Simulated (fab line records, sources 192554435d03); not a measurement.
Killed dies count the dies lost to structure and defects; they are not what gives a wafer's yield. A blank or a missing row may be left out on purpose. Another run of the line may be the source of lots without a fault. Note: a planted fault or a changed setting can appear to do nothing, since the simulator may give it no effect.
Matching of chambers | flow n5Finfet | N5_BEOL_M0_SAQP_SPACER1_ALD_98 on aldSin-02: 3 sister chambers
The step deposits SiO2, target thk 12.8 nm, pulse time 1 s, purge time 2 s. 14 wafers are shown with their chamber, then 6 later ones without.

## EACH WAFER AND ITS CHAMBER
wafer  | chamber | heaterPowerW (W) | susceptorTempC (C) | precursorPulseHeightRel
L077.1 | 3       | 431              | 300.00             | 1.013
L077.2 | 0       | 435              | 300.15             | 1.012
L077.4 | 2       | 480              | 299.82             | 1.002
L080.2 | 2       | 465              | 299.90             | 0.992
L080.3 | 3       | 423              | 300.17             | 1.022
L080.4 | 2       | 490              | 299.93             | 1.003
L087.2 | 0       | 436              | 299.90             | 1.018
L087.4 | 2       | 472              | 300.01             | 1.012
L087.6 | 3       | 424              | 300.28             | 1.005
L089.2 | 3       | 425              | 300.09             | 0.987
L089.4 | 2       | 473              | 299.67             | 0.970
L089.6 | 2       | 487              | 299.68             | 1.038
L094.1 | 2       | 486              | 299.84             | 1.004
L094.3 | 3       | 420              | 299.95             | 0.978

SIGNATURES (averages over the wafers above)
reading                 | chamber 0 | chamber 2 | chamber 3 | scatter within a chamber
heaterPowerW            | 435.50    | 479.00    | 424.60    | 7.27
susceptorTempC          | 300.0250  | 299.8357  | 300.0980  | 0.134
precursorPulseHeightRel | 1.01500   | 1.00300   | 1.00100   | 0.0187
Rule: distance of a wafer from a chamber = root of the sum over the readings of ((wafer's reading minus chamber's mean) / reading's scatter) squared. The wafer belongs to the nearest chamber; if the next one is less than 2 further off, it can't be placed. The scatter: take each reading less its chamber's mean, square it, sum over the shown wafers, divide by the number of wafers less the number of chambers, and take the root.

## WAFERS WITH NO CHAMBER GIVEN
wafer  | heaterPowerW (W) | susceptorTempC (C) | precursorPulseHeightRel
L094.6 | 446              | 300.23             | 1.022
L096.1 | 429              | 299.98             | 1.012
L096.4 | 443              | 299.98             | 1.032
L096.5 | 422              | 300.02             | 0.965
L097.1 | 431              | 300.12             | 1.001
L097.6 | 484              | 300.29             | 1.015

## THE CHAMBER EACH PASSED THROUGH
wafer  | from the rows above     | in truth
L094.6 | can't be placed: 0 or 3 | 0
L096.1 | can't be placed: 0 or 3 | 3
L096.4 | can't be placed: 0 or 3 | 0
L096.5 | can't be placed: 3 or 0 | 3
L097.1 | can't be placed: 3 or 0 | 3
L097.6 | 2                       | 2
Placed correctly: 1 of 6. Unplaceable from these rows: 5, with the true chamber sitting among the candidates in 5. Wrongly placed: 0.
